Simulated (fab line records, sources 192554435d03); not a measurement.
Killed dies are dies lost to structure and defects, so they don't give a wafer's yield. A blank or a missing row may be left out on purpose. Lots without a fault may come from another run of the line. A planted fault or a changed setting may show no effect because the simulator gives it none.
fab line records | flow n5_finfet
record lots=7 wafers=21
route steps=1938 shown BEOL_M11@1536 BEOL_M12@1637 BEOL_M13@1686 BEOL_M14@1716
start_h: hours from the record's first day to the start of the lot's first wafer shown | wait_h: hours since the lot's step before | " the same as in the row above | L1.1+2: a row that stands for several wafers | - no value, or no start given | * or withheld: withheld | < > ~ a bound
route shown NAME@n: a module of which the file shows steps, and the number in the route of the first | usual: mean/standard deviation of fault-free wafers | same: alike in all rows | chamber/n: place in a boat | sites: the reading at each site | _std_site: their standard deviation | _edge_site: outer sites' mean less inner sites' | radius_mm: how far each site lies from the wafer's centre | mask NAME#n: copy n | behind: the tool/chamber that last shaped the wafer | hold: why the lot was held/for how many hours/how that ended | device: the transistor (n, p or np) that didn't switch | end of line: the same wafers' tests at the end of the route | a step without rows: its recipe alone | killed: dies lost to structure and defects at the first sort, not the wafer's yield | map: a wafer's dies, x killed, . not, _ none there
set.NAME: the setting as run; set.NAME@STEP: as run at that earlier step | model.NAME: the simulator's own value behind a step, which no gauge read
lots whose settings were changed on purpose; a table a step, a row a wafer
## steps
# step N5_BEOL_M11_ILD_DEP_00
# recipe material=SiCOH_lowk target_thk_a=3085.1 temp_c=300 precursor=DEMS/porogen pressure_torr=5 rf_w=500 time_s=58
# columns lot.wafer tool chamber start_h wait_h set.time_s model.SiCOH_lowk_of_BEOL_M11_ILD_DEP_00.thk_nm
L076.3 pecvd-04 1 238.44 0.0 58 305.4
L076.4 " 0 " " 58 315.6
L076.6 " 2 " " 58 311.8
L079.1 pecvd-02 1 241.16 0.0 58 311.8
L079.4 " 0 " " 58 307.2
L079.6 " 1 " " 58 314
L086.1 pecvd-04 1 308.66 0.0 58 303
L086.2 " 0 " " 50.65 269
L086.3 " 2 " " 58 305.6
L091.1 pecvd-02 1 338.54 0.0 58 307.8
L091.2 " 0 " " 51.41 264.8
L091.4 " 0 " " 51.41 273.2
L094.1 pecvd-02 2 347.26 0.0 49.31 262
L094.2 " 1 " " 58 305
L094.6 " 1 " " 58 312
L092.2 pecvd-02 1 365.85 0.0 58 309
L092.4 " 2 " " 61.32 334.4
L092.6 " 1 " " 58 311.8
L096.1 pecvd-02 1 369.76 0.0 53.39 284.8
L096.2 " 0 " " 58 301.6
L096.6 " 0 " " 58 307.2
# step N5_BEOL_M11_CURE_71
# recipe temp_c=385 time_s=240 ambient=He/Ar material=SiCOH_lowk
# columns lot.wafer tool chamber start_h wait_h set.time_s@BEOL_M11_ILD_DEP_00 model.SiCOH_lowk_of_BEOL_M11_ILD_DEP_00.thk_nm
L076.3 uv_cure-03 0 238.68 0.2 58 265.2
L076.4 " 0 " " 58 274.2
L076.6 " 0 " " 58 271
L079.1 uv_cure-01 1 241.24 0.1 58 270.8
L079.4 " 1 " " 58 266.8
L079.6 " 1 " " 58 272.8
L086.1 uv_cure-02 1 308.74 0.0 58 263.2
L086.2 " 1 " " 50.65 233.2
L086.3 " 1 " " 58 265.4
L091.1 uv_cure-02 2 338.64 0.1 58 267.4
L091.2 " 2 " " 51.41 229.4
L091.4 " 2 " " 51.41 236.8
L094.1 uv_cure-01 2 347.36 0.1 49.31 227
L094.2 " 2 " " 58 265
L094.6 " 2 " " 58 271.2
L092.2 uv_cure-03 1 366.01 0.1 58 268.4
L092.4 " 1 " " 61.32 290.8
L092.6 " 1 " " 58 271
L096.1 uv_cure-02 0 369.84 0.0 53.39 247.2
L096.2 " 0 " " 58 262
L096.6 " 0 " " 58 266.8
# step N5_BEOL_M11_THK_MEAS_01
# recipe reads=SiCOH_lowk_of_BEOL_M11_ILD_DEP_00
# usual M11_ILD_THK=267/3.7
# columns lot.wafer tool chamber start_h wait_h set.time_s@BEOL_M11_ILD_DEP_00 M11_ILD_THK[nm]
L076.3 film_metro-01 - 239.04 0.3 58 265
L076.4 " - " " 58 274
L076.6 " - " " 58 271
L079.1 film_metro-02 - 241.76 0.4 58 271
L079.4 " - " " 58 267
L079.6 " - " " 58 273
L086.1 film_metro-02 - 309.25 0.4 58 263
L086.2 " - " " 50.65 233
L086.3 " - " " 58 266
L091.1 film_metro-02 - 339.16 0.4 58 267
L091.2 " - " " 51.41 229
L091.4 " - " " 51.41 237
L094.1 film_metro-02 - 347.88 0.4 49.31 227
L094.2 " - " " 58 265
L094.6 " - " " 58 271
L092.2 film_metro-02 - 366.67 0.6 58 268
L092.4 " - " " 61.32 291
L092.6 " - " " 58 271
L096.1 film_metro-01 - 370.36 0.4 53.39 247
L096.2 " - " " 58 262
L096.6 " - " " 58 267
# step N5_BEOL_M11_EXPOSE_08
# recipe mask_id=M11 na=1.35 source_shape=dipole sigma_inner=0.411 sigma_outer=0.611 polarization=te dose_mj=53.75
# columns lot.wafer tool chamber start_h wait_h mask set.dose_mj
L076.3+4+6 arfi_scanner-02 0 240.59 - M11#0 53.75
L079.1+4+6 arfi_scanner-03 0 242.51 - M11#0 53.75
L086.1 arfi_scanner-02 0 312.75 - M11#0 51.73
L086.2+3 " 0 " " M11#0 53.75
L091.1+2 arfi_scanner-01 0 342.45 - M11#0 57.09
L091.4 " 0 " " M11#0 53.75
L094.1+2 arfi_scanner-02 0 349.19 - M11#0 49.76
L094.6 " 0 " " M11#0 53.75
L092.2+6 arfi_scanner-02 0 368.47 - M11#0 53.75
L092.4 " 0 " " M11#0 52.27
L096.1 arfi_scanner-01 0 371.94 - M11#0 56.47
L096.2+6 " 0 " " M11#0 53.75
# step N5_BEOL_M11_PEB_09
# recipe peb_temp_c=withheld peb_time_s=60 resist=CAR-ArF
# step N5_BEOL_M11_DEVELOP_10
# recipe develop_time_s=30 developer=TMAH resist=CAR-ArF rinse_liquid=diw dry=air_spin dev_temp_c=23
# step N5_BEOL_M11_CD_MEAS_11
# recipe target_cd_nm=64.1 landing_energy_ev=500 detector=se_inlens polarity=opening
# usual cd_nm=64.1/0.78
# columns lot.wafer tool chamber start_h wait_h set.dose_mj@BEOL_M11_EXPOSE_08 cd_nm
L076.3 cd_sem-01 0 240.70 - 53.75 64.1
L076.4 " 0 " " 53.75 64.0
L076.6 " 0 " " 53.75 62.8
L079.1 cd_sem-03 0 242.64 - 53.75 63.4
L079.4 " 0 " " 53.75 64.6
L079.6 " 0 " " 53.75 64.4
L086.1 cd_sem-02 0 312.87 - 51.73 62.5
L086.2 " 0 " " 53.75 65.6
L086.3 " 0 " " 53.75 65.2
L091.1 cd_sem-02 0 342.58 - 57.09 68.1
L091.2 " 0 " " 57.09 68.9
L091.4 " 0 " " 53.75 64.8
L094.1 cd_sem-02 0 349.32 - 49.76 58.0
L094.2 " 0 " " 49.76 58.6
L094.6 " 0 " " 53.75 63.2
L092.2 cd_sem-01 0 368.59 - 53.75 63.9
L092.4 " 0 " " 52.27 63.2
L092.6 " 0 " " 53.75 63.9
L096.1 cd_sem-01 0 372.07 - 56.47 67.6
L096.2 " 0 " " 53.75 64.3
L096.6 " 0 " " 53.75 64.7
# step N5_BEOL_M11_HM_OPEN_17
# recipe chemistry=Cl2/BCl3 target_depth_a=200 overetch_a=60 target=TiN mask_material=SOC ion_energy_ev=150 pressure_mtorr=10 icp_w=1000 bias_w=126 Cl2_flow_sccm=53.25 bcl3_flow_sccm=21.75 Ar_flow_sccm=25
# step N5_BEOL_M11_STRIP_19
# recipe chemistry=O2 power_w=400 temp_c=40 pressure_mtorr=30 rf_frequency_hz=6e+07 bias_power_w=0 overash_fraction=0.2 o2_flow_sccm=225
# step N5_BEOL_M11_CD_MEAS_18
# recipe pitch_nm=140 target_cd_nm=70
# usual cd_nm=70.2/0.84
# columns lot.wafer tool chamber start_h wait_h set.dose_mj@BEOL_M11_EXPOSE_08 cd_nm
L076.3 cd_sem-01 - 241.44 0.1 53.75 70.2
L076.4 " - " " 53.75 69.8
L076.6 " - " " 53.75 68.8
L079.1 cd_sem-01 - 243.18 0.0 53.75 68.9
L079.4 " - " " 53.75 70.6
L079.6 " - " " 53.75 70.6
L086.1 cd_sem-02 - 313.42 0.0 51.73 68.5
L086.2 " - " " 53.75 71.4
L086.3 " - " " 53.75 70.4
L091.1 cd_sem-01 - 343.12 0.0 57.09 74.2
L091.2 " - " " 57.09 75.2
L091.4 " - " " 53.75 70.9
L094.1 cd_sem-02 - 349.86 0.0 49.76 63.8
L094.2 " - " " 49.76 64.7
L094.6 " - " " 53.75 69.6
L092.2 cd_sem-02 - 369.41 0.1 53.75 70.0
L092.4 " - " " 52.27 68.5
L092.6 " - " " 53.75 70.0
L096.1 cd_sem-03 - 372.75 0.0 56.47 73.8
L096.2 " - " " 53.75 70.4
L096.6 " - " " 53.75 70.0
# step N5_BEOL_M11_COAT_63
# recipe resist=SOC temp_c=250 time_s=60 spin_rpm=1500 resist_thk_nm=100
# step N5_BEOL_M11_COAT_64
# recipe resist=SiARC temp_c=220 time_s=60 spin_rpm=1500 resist_thk_nm=30
# step N5_BEOL_M11_PRECLEAN_42
# recipe chemistry=residue_remover time_s=60 temp_c=40
# step N5_BEOL_M11_SRD_43
# recipe time_s=30 temp_c=23 rinse_liquid=diw dry=ipa_marangoni
# step N5_BEOL_M11_CD_MEAS_35
# recipe target_cd_nm=70 polarity=opening
# usual cd_nm=70.1/0.9
# columns lot.wafer tool chamber start_h wait_h set.dose_mj@BEOL_M11_EXPOSE_08 cd_nm
L076.3 cd_sem-02 - 242.69 0.0 53.75 69.8
L076.4 " - " " 53.75 69.6
L076.6 " - " " 53.75 69.2
L079.1 cd_sem-02 - 245.39 0.0 53.75 68.8
L079.4 " - " " 53.75 70.2
L079.6 " - " " 53.75 70.0
L086.1 cd_sem-03 - 315.60 0.0 51.73 68.0
L086.2 " - " " 53.75 71.7
L086.3 " - " " 53.75 70.5
L091.1 cd_sem-03 - 345.16 0.0 57.09 74.2
L091.2 " - " " 57.09 75.2
L091.4 " - " " 53.75 71.2
L094.1 cd_sem-01 - 351.26 0.0 49.76 63.9
L094.2 " - " " 49.76 64.2
L094.6 " - " " 53.75 70.3
L092.2 cd_sem-01 - 371.61 0.0 53.75 69.6
L092.4 " - " " 52.27 68.8
L092.6 " - " " 53.75 70.2
L096.1 cd_sem-02 - 373.89 0.0 56.47 73.0
L096.2 " - " " 53.75 70.0
L096.6 " - " " 53.75 70.1
# step N5_BEOL_M12_ETCH_68
# recipe chemistry=N2/H2 target=SOC mask_material=SiARC source_w=3000 bias_w=350 temp_c=40 time_s=285 ion_energy_ev=200 pressure_mtorr=30 n2_flow_sccm=200 h2_flow_sccm=200
# columns lot.wafer tool chamber start_h wait_h set.time_s model.SiARC_of_BEOL_M12_COAT_66.thk_nm
L076.3 rie_diel-01 3 248.91 0.1 236.9 89.8
L076.4 " 1 " " 285 85.2
L076.6 " 3 " " 285 85.6
L079.1 rie_diel-05 1 249.21 0.1 285 86.2
L079.4+6 " 0,3 " " 285 85.6
L086.1+2 rie_diel-01 1,0 320.31 0.1 343.2 80.4
L086.3 " 2 " " 343.2 81.2
L091.1 rie_diel-01 1 349.62 0.1 285 85.6
L091.2 " 3 " " 285 86
L091.4 " 2 " " 348.3 80.6
L094.1 rie_diel-01 3 355.06 0.1 285 86.2
L094.2 " 2 " " 285 85.6
L094.6 " 0 " " 285 85
L092.2 rie_diel-01 0 375.67 0.1 285 85.8
L092.4 " 2 " " 222.9 92
L092.6 " 1 " " 222.9 91.8
L096.1 rie_diel-02 0 379.74 0.1 236.6 90.6
L096.2 " 1 " " 285 87
L096.6 " 2 " " 236.6 90
# step N5_BEOL_M13_PEB_26
# recipe peb_temp_c=130 peb_time_s=90
# columns lot.wafer tool chamber start_h wait_h set.peb_time_s
L076.3+4 litho_track-02 0 252.65 0.0 90
L076.6 " 0 " " 69.94
L079.1+4+6 litho_track-02 0 253.31 0.1 90
L086.1+3 litho_track-02 0 323.78 0.1 90
L086.2 " 0 " " 101.4
L091.1+2+4 litho_track-01 0 354.48 0.1 79.84
L094.1+6 litho_track-02 0 362.37 0.1 110.1
L094.2 " 0 " " 90
L092.2 litho_track-04 0 380.49 0.0 70.75
L092.4+6 " 0 " " 90
L096.1 litho_track-01 0 391.88 0.1 97.38
L096.2+6 " 0 " " 90
# step N5_BEOL_M13_DEVELOP_27
# recipe develop_time_s=45 rinse_liquid=diw dry=air_spin dev_temp_c=21
# columns lot.wafer tool chamber start_h wait_h set.develop_time_s
L076.3 litho_track-02 0 - - 45
L076.4+6 " 0 " " 40.09
L079.1+4+6 litho_track-02 0 - - 45
L086.1+2 litho_track-02 0 - - 45
L086.3 " 0 " " 36.82
L091.1+4 litho_track-01 0 - - 36.05
L091.2 " 0 " " 45
L094.1+6 litho_track-02 0 - - 40
L094.2 " 0 " " 45
L092.2 litho_track-04 0 - - 37.07
L092.4+6 " 0 " " 45
L096.1+6 litho_track-01 0 - - 51.04
L096.2 " 0 " " 45
# step N5_BEOL_M13_HARDBAKE_32
# recipe temp_c=130 time_s=120
# step N5_BEOL_M13_CD_MEAS_28
# recipe target_cd_nm=209.5 landing_energy_ev=500 detector=se_inlens
# usual cd_nm=208.9/1.7
# columns lot.wafer tool chamber start_h wait_h set.peb_time_s@BEOL_M13_PEB_26 cd_nm
L076.3 cd_sem-02 0 252.77 - 90 210.4
L076.4 " 0 " " 90 209.2
L076.6 " 0 " " 69.94 202.8
L079.1 cd_sem-01 0 253.42 - 90 210.7
L079.4 " 0 " " 90 209.3
L079.6 " 0 " " 90 209.2
L086.1 cd_sem-01 0 323.90 - 90 208.5
L086.2 " 0 " " 101.4 212.2
L086.3 " 0 " " 90 207.7
L091.1 cd_sem-02 0 354.59 - 79.84 203.5
L091.2 " 0 " " 79.84 204.7
L091.4 " 0 " " 79.84 205.3
L094.1 cd_sem-03 0 362.49 - 110.1 213.2
L094.2 " 0 " " 90 209.3
L094.6 " 0 " " 110.1 212.9
L092.2 cd_sem-02 0 380.61 - 70.75 200.3
L092.4 " 0 " " 90 208.3
L092.6 " 0 " " 90 209.3
L096.1 cd_sem-03 0 392.00 - 97.38 211.3
L096.2 " 0 " " 90 208.0
L096.6 " 0 " " 90 208.5
# step N5_BEOL_M13_DESCUM_33
# recipe chemistry=O2 time_s=7.9 source_power_w=50 bias_power_w=20 pressure_mtorr=20 rf_frequency_hz=2.712e+07 temp_c=40 o2_flow_sccm=225
# columns lot.wafer tool chamber start_h wait_h set.peb_time_s@BEOL_M13_PEB_26 model.BEOL_M13.cd_nm
L076.3 rie_diel-06 2 252.85 0.0 90 210.4
L076.4 " 3 " " 90 209
L076.6 " 1 " " 69.94 202.2
L079.1 rie_diel-06 2 253.51 0.0 90 210.6
L079.4 " 3 " " 90 209.2
L079.6 " 2 " " 90 209.4
L086.1 rie_diel-04 0 324.01 0.1 90 208.4
L086.2 " 1 " " 101.4 212.4
L086.3 " 3 " " 90 207.8
L091.1 rie_diel-06 0 354.68 0.0 79.84 203.6
L091.2 " 3 " " 79.84 204.2
L091.4 " 2 " " 79.84 205.6
L094.1 rie_diel-04 2 362.58 0.0 110.1 213
L094.2 " 1 " " 90 209.2
L094.6 " 0 " " 110.1 212.6
L092.2 rie_diel-04 3 380.70 0.0 70.75 200.6
L092.4 " 0 " " 90 208.2
L092.6 " 1 " " 90 209.4
L096.1 rie_diel-03 2 392.09 0.0 97.38 211
L096.2 " 3 " " 90 208
L096.6 " 2 " " 90 208.6
# step N5_BEOL_M13_ETCH_67
# recipe chemistry=CF4 target=SiARC target_depth_a=1430 time_s=238.3 ion_energy_ev=80 pressure_mtorr=40 source_w=545 bias_w=36 Ar_flow_sccm=100 cf4_flow_sccm=100 ends=cleared
# columns lot.wafer tool chamber start_h wait_h set.peb_time_s@BEOL_M13_PEB_26 model.BEOL_M13.cd_nm
L076.3 rie_diel-06 2 252.89 0.0 90 210.6
L076.4 " 3 " " 90 209.4
L076.6 " 1 " " 69.94 202.8
L079.1 rie_diel-06 2 253.55 0.0 90 210.2
L079.4 " 3 " " 90 209.4
L079.6 " 2 " " 90 209
L086.1 rie_diel-04 0 324.04 0.0 90 208.2
L086.2 " 1 " " 101.4 213.6
L086.3 " 3 " " 90 209.8
L091.1 rie_diel-06 0 354.72 0.0 79.84 204
L091.2 " 3 " " 79.84 204.6
L091.4 " 2 " " 79.84 205.8
L094.1 rie_diel-04 2 362.61 0.0 110.1 214
L094.2 " 1 " " 90 210.8
L094.6 " 0 " " 110.1 212.8
L092.2 rie_diel-04 3 380.73 0.0 70.75 202.4
L092.4 " 0 " " 90 208.6
L092.6 " 1 " " 90 210.8
L096.1 rie_diel-03 2 392.12 0.0 97.38 211.4
L096.2 " 3 " " 90 208.2
L096.6 " 2 " " 90 209
# step N5_BEOL_M14_ILD_DEP_00
# recipe material=SiO2 target_thk_a=11193 temp_c=400 precursor=TEOS/O2 pressure_torr=6.5 rf_w=900 teos_flow_sccm=161.4 gas=O2 flow_sccm=2650 time_s=237.4
# columns lot.wafer tool chamber start_h wait_h set.temp_c model.SiO2_of_BEOL_M14_ILD_DEP_00.thk_nm
L076.3 pecvd-04 1 256.73 0.0 400 1119
L076.4 " 2 " " 407.2 1080
L076.6 " 1 " " 400 1120
L079.1 pecvd-01 1 256.85 0.0 400 1098
L079.4 " 1 " " 400 1120
L079.6 " 0 " " 400 1113
L086.1 pecvd-03 2 327.94 0.0 400 1122
L086.2 " 1 " " 400 1114
L086.3 " 0 " " 394.3 1142
L091.1 pecvd-03 2 361.83 0.0 407.9 1019
L091.2 " 0 " " 400 1090
L091.4 " 2 " " 400 1125
L094.1 pecvd-04 1 366.20 0.0 405.3 1050
L094.2 " 0 " " 400 1094
L094.6 " 0 " " 400 1103
L092.2 pecvd-04 0 384.77 0.0 400 1101
L092.4 " 2 " " 393.9 1177
L092.6 " 0 " " 400 1112
L096.1 pecvd-04 2 396.02 0.0 400 1131
L096.2 " 0 " " 403.8 1074
L096.6 " 0 " " 403.8 1084
# step N5_BEOL_M14_THK_MEAS_01
# recipe reads=SiO2_of_BEOL_M14_ILD_DEP_00
# usual M14_ILD_THK=1115/17
# columns lot.wafer tool chamber start_h wait_h set.temp_c@BEOL_M14_ILD_DEP_00 M14_ILD_THK[nm]
L076.3 film_metro-02 - 256.92 0.1 400 1119
L076.4 " - " " 407.2 1080
L076.6 " - " " 400 1120
L079.1 film_metro-01 - 257.04 0.1 400 1098
L079.4 " - " " 400 1121
L079.6 " - " " 400 1114
L086.1 film_metro-02 - 328.13 0.1 400 1123
L086.2 " - " " 400 1114
L086.3 " - " " 394.3 1142
L091.1 film_metro-02 - 362.01 0.1 407.9 1020
L091.2 " - " " 400 1089
L091.4 " - " " 400 1125
L094.1 film_metro-02 - 366.67 0.4 405.3 1051
L094.2 " - " " 400 1095
L094.6 " - " " 400 1102
L092.2 film_metro-01 - 385.04 0.2 400 1100
L092.4 " - " " 393.9 1177
L092.6 " - " " 400 1111
L096.1 film_metro-02 - 396.29 0.2 400 1131
L096.2 " - " " 403.8 1073
L096.6 " - " " 403.8 1085
## key
split step=N5_BEOL_M11_ILD_DEP_00 setting=time_s stated=58 by=wafer
response step=N5_BEOL_M11_ILD_DEP_00 reading=model.SiCOH_lowk_of_BEOL_M11_ILD_DEP_00.thk_nm change=+3.08 per=1% r=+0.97
response step=N5_BEOL_M11_CURE_71 reading=model.SiCOH_lowk_of_BEOL_M11_ILD_DEP_00.thk_nm change=+2.72 per=1% r=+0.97
response step=N5_BEOL_M11_THK_MEAS_01 reading=M11_ILD_THK change=+2.71 per=1% r=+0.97
split step=N5_BEOL_M11_EXPOSE_08 setting=dose_mj stated=53.75 by=wafer
response step=N5_BEOL_M11_CD_MEAS_11 reading=cd_nm change=+0.626 per=1% r=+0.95
response step=N5_BEOL_M11_CD_MEAS_18 reading=cd_nm change=+0.671 per=1% r=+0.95
response step=N5_BEOL_M11_CD_MEAS_35 reading=cd_nm change=+0.689 per=1% r=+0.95
split step=N5_BEOL_M12_ETCH_68 setting=time_s stated=285 by=wafer
response step=N5_BEOL_M12_ETCH_68 reading=model.SiARC_of_BEOL_M12_COAT_66.thk_nm change=-0.246 per=1% r=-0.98
split step=N5_BEOL_M13_PEB_26 setting=peb_time_s stated=90 by=wafer
response step=N5_BEOL_M13_CD_MEAS_28 reading=cd_nm change=+0.296 per=1% r=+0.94
response step=N5_BEOL_M13_DESCUM_33 reading=model.BEOL_M13.cd_nm change=+0.297 per=1% r=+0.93
response step=N5_BEOL_M13_ETCH_67 reading=model.BEOL_M13.cd_nm change=+0.271 per=1% r=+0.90
split step=N5_BEOL_M13_DEVELOP_27 setting=develop_time_s stated=45 by=wafer
response none clear
split step=N5_BEOL_M14_ILD_DEP_00 setting=temp_c stated=400 by=wafer
response step=N5_BEOL_M14_ILD_DEP_00 reading=model.SiO2_of_BEOL_M14_ILD_DEP_00.thk_nm change=-35.3 per=1% r=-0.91
response step=N5_BEOL_M14_THK_MEAS_01 reading=M14_ILD_THK change=-35.2 per=1% r=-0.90
